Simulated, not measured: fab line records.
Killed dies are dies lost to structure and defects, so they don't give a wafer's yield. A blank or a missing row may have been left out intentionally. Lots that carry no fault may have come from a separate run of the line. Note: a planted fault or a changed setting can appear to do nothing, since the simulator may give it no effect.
Chamber matching -- flow n5_finfet -- N5_BEOL_M0_SAQP_PECVD_04 on pecvd-04 has 3 sister chambers
The step deposits a-Si from SiH4/He, target thk 60 nm, time 60.2 s. 14 wafers are shown with their chamber, then 7 later ones without.

== WAFERS WITH THEIR CHAMBER ==
wafer,chamber,throttle_valve_pct (%),showerhead_plenum_p_Torr (Torr),showerhead_vpp_V (V)
L075.1,1,20.1,5.72,635
L075.4,1,20.5,5.72,635
L075.6,2,18.7,5.65,612
L076.3,2,18.7,5.65,616
L076.5,1,20.2,5.70,622
L076.6,2,18.5,5.63,599
L086.1,0,18.5,5.69,639
L086.3,2,18.4,5.64,619
L086.5,1,20.5,5.70,637
L087.1,0,18.6,5.67,646
L087.3,2,18.7,5.63,606
L087.6,0,18.8,5.67,644
L088.2,1,20.1,5.71,626
L088.4,1,20.0,5.70,627

SIGNATURES (averages over the wafers above)
reading,chamber 0,chamber 1,chamber 2,scatter within a chamber
throttle_valve_pct,18.633,20.233,18.600,0.181
showerhead_plenum_p_Torr,5.6767,5.7083,5.6400,0.0102
showerhead_vpp_V,643.00,630.33,610.40,6.54
Rule: a wafer lies at a distance from a chamber equal to the root of the sum of squares, over the readings, of (its reading less the chamber's mean, divided by the reading's scatter). If the next closest chamber is less than 2 further off than the closest, the wafer can't be placed; otherwise it belongs to the closest. The scatter: the root of (the sum of the squares of (reading less its chamber's mean) over the shown wafers, divided by (wafers less chambers)).

== WAFERS WHOSE CHAMBER IS MISSING ==
wafer,throttle_valve_pct (%),showerhead_plenum_p_Torr (Torr),showerhead_vpp_V (V)
L088.5,18.5,5.64,607
L094.1,20.1,5.71,641
L094.5,17.1,5.63,609
L094.6,18.8,5.68,648
L097.2,18.7,5.69,648
L097.3,17.4,5.63,621
L097.5,20.1,5.69,633

== EACH ONE'S CHAMBER ==
wafer,from the rows above,in truth
L088.5,2,2
L094.1,1,1
L094.5,2,2
L094.6,0,0
L097.2,0,0
L097.3,can't be placed: 2 or 0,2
L097.5,1,1
Placed correctly: 6 of 7. Cannot be placed on the basis of these rows: 1; the candidates contain the true chamber in 1. Placed wrongly: 0.
